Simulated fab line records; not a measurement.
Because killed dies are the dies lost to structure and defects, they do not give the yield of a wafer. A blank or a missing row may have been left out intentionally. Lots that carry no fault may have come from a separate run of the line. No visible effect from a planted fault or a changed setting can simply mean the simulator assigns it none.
One fault through the eyes of 3 desks || flow n5-finfet || numbers are kept per desk, each desk with only its own; the story behind them comes last

## THE DEFECT DESK
Per lot, the means of the sampled wafers with a number show what the inspections along the route counted. Any lot whose mean is over 4 standard deviations away from the usual mean is out of limits and marked OUT; that distance is given in the brackets.
Columns: A = raw-defect-count at N5_BEOL_M1_INSPECT_59, usual 68
{"lot": "L819", "first seen here": "day 6 10:11", "A": 60}
{"lot": "L820", "first seen here": "day 6 18:08", "A": 56}
{"lot": "L825", "first seen here": "day 8 00:41", "A": 64}
{"lot": "L827", "first seen here": "day 8 12:55", "A": 61}
{"lot": "L828", "first seen here": "day 9 05:05", "A": 87}
{"lot": "L832", "first seen here": "day 10 17:47", "A": 68}
{"lot": "L836", "first seen here": "day 11 01:41", "A": 94}
{"lot": "L837", "first seen here": "day 11 10:16", "A": 51}
{"lot": "L839", "first seen here": "day 11 19:35", "A": 58}
{"lot": "L841", "first seen here": "day 12 09:31", "A": 42}
This desk's finding: nothing out of limits on any of the 10 lots.

## THE METROLOGY DESK
What the gauges read, lot by lot, whatever tool the lot ran on: means of the sampled wafers that have a number. Any lot whose mean is over 4 standard deviations away from the usual mean is out of limits and marked OUT; that distance is given in the brackets. Shown here are 7 of its 11 readings, the ones lying furthest out on some lot.
Columns: A = cd-nm at N5_BEOL_M2_CD_MEAS_18, usual 18.06 nm; B = DIBL_N at N5_BEOL_M4_RC_MEAS_101, usual 36.5 mV/V; C = IOFF_P at N5_BEOL_M4_RC_MEAS_101, usual 0.21 nA/um; D = ION_N at N5_BEOL_M4_RC_MEAS_101, usual 674 uA/um; E = ION_P at N5_BEOL_M4_RC_MEAS_101, usual 460 uA/um; F = SS_P at N5_BEOL_M4_RC_MEAS_101, usual 73.4 mV/dec; G = VT_P at N5_BEOL_M4_RC_MEAS_101, usual -250 mV
{"lot": "L819", "first seen here": "day 6 12:10", "A": 17.71, "B": 35.6, "C": 0.18, "D": 671, "E": 452, "F": 73.4, "G": -253}
{"lot": "L820", "first seen here": "day 6 20:02", "A": 18.10, "B": 36.3, "C": 0.21, "D": 665, "E": 454, "F": 74.1, "G": -252}
{"lot": "L825", "first seen here": "day 8 02:28", "A": 18.53, "B": 36.0, "C": 0.26, "D": 696, "E": 482, "F": 73.5, "G": -243}
{"lot": "L827", "first seen here": "day 8 15:22", "A": 18.23, "B": 36.3, "C": 0.19, "D": 679, "E": 459, "F": 72.9, "G": -253}
{"lot": "L828", "first seen here": "day 9 08:43", "A": 18.18, "B": 36.1, "C": 0.19, "D": 668, "E": 457, "F": 73.6, "G": -253}
{"lot": "L832", "first seen here": "day 10 20:56", "A": 17.96, "B": 37.6, "C": 0.26, "D": 685, "E": 472, "F": 73.4, "G": -246}
{"lot": "L836", "first seen here": "day 11 03:07", "A": 18.29, "B": 38.6, "C": 0.25, "D": 676, "E": 465, "F": 74.0, "G": -250}
{"lot": "L837", "first seen here": "day 11 12:31", "A": 18.05, "B": 35.8, "C": 0.17, "D": 676, "E": 458, "F": 72.7, "G": -254}
{"lot": "L839", "first seen here": "day 11 20:52", "A": 17.94, "B": 35.5, "C": 0.23, "D": 674, "E": 466, "F": 73.1, "G": -246}
{"lot": "L841", "first seen here": "day 12 11:13", "A": 17.98, "B": 35.7, "C": 0.20, "D": 661, "E": 454, "F": 72.3, "G": -251}
This desk's finding: nothing out of limits on any of the 10 lots.

## DESK OF THE TOOL OWNER: litho-track-01
The tool's own readings at N5_BEOL_M2_COAT_68 (time 60 s, resist thk 12 nm): means of the sampled wafers that have a number, for each lot that ran on this tool. Any lot whose mean is over 4 standard deviations away from the usual mean is out of limits and marked OUT; that distance is given in the brackets.
Columns: A = spin-speed-rpm at N5_BEOL_M2_COAT_68, usual 1499.9 rpm
{"lot": "L819", "first seen here": "day 6 12:12", "A": 1500.8}
{"lot": "L827", "first seen here": "day 8 15:25", "A": 1500.6}
{"lot": "L828", "first seen here": "day 9 08:46", "A": "1615.3 (+99 or more) OUT"}
{"lot": "L832", "first seen here": "day 10 20:58", "A": "1616.2 (+99 or more) OUT"}
Finding of this desk: L828, L832 out of limits; the first was L828 at day 9 08:46, on spin-speed-rpm at N5_BEOL_M2_COAT_68. L819, L827: within limits.

## ALL TOGETHER
At day 9 08:46, on L828, L832, the tool owner's desk was in a position to raise an alarm.
No out-of-limits result turned up at the defect desk.
Nothing out of limits was seen by the metrology desk.
The defect desk has L828, L832 on record, within its limits.
The metrology desk has L828, L832 on record, within its limits.
Of the lots named, all ran N5_BEOL_M2_COAT_68 on litho-track-01.

## WHAT HAD BEEN PUT IN BY THE SIMULATOR
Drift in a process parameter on litho-track-01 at N5_BEOL_M2_COAT_68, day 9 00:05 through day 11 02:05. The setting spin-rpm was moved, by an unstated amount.
Shown lots that were struck: L828, L832.
Time in hours from fault onset to the first out-of-limits reading at each desk: the tool owner's desk, 9.
